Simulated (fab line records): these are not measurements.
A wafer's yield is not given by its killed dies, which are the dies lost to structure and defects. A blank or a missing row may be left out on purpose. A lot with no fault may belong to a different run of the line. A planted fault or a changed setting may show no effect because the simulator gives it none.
Chamber matching ; flow n5 finfet ; N5_SD_EPI_N_ETCH_35 on rie diel-02: 3 sister chambers
The step etches SOC in N2/H2, overetch 108 nm, time 486 s. 3 wafers are shown with their chamber, then 5 later ones without.

== WAFERS PAIRED WITH THEIR CHAMBERS ==
wafer;chamber;drypump motor current A (A)
L087.5;3;6.0
L089.4;2;5.8
L089.5;1;5.4

== WAFERS WITHOUT THEIR CHAMBER ==
wafer;drypump motor current A (A)
L089.6;5.7
L090.2;5.4
L090.6;5.8
L097.3;5.4
L097.5;6.0

== WHICH CHAMBER EACH ONE RAN IN ==
wafer;from the rows above;in truth
L089.6;2;2
L090.2;1;1
L090.6;2;2
L097.3;1;1
L097.5;3;3
Placed correctly: 5 of 5. Left unplaced by these rows: 0. Number placed wrongly: 0.
How it was worked out, from the rows above alone: a wafer's distance from a chamber is the root of the sum, over the readings, of the square of ((its reading less the chamber's mean) divided by the reading's scatter). The wafer belongs to the nearest chamber; if the next one is less than 2 further off, it can't be placed. A chamber's mean is the mean of its shown wafers. The scatter (one wafer shown for each chamber): square how far every hidden wafer sits from the nearest shown wafer, average those squares and take the square root.
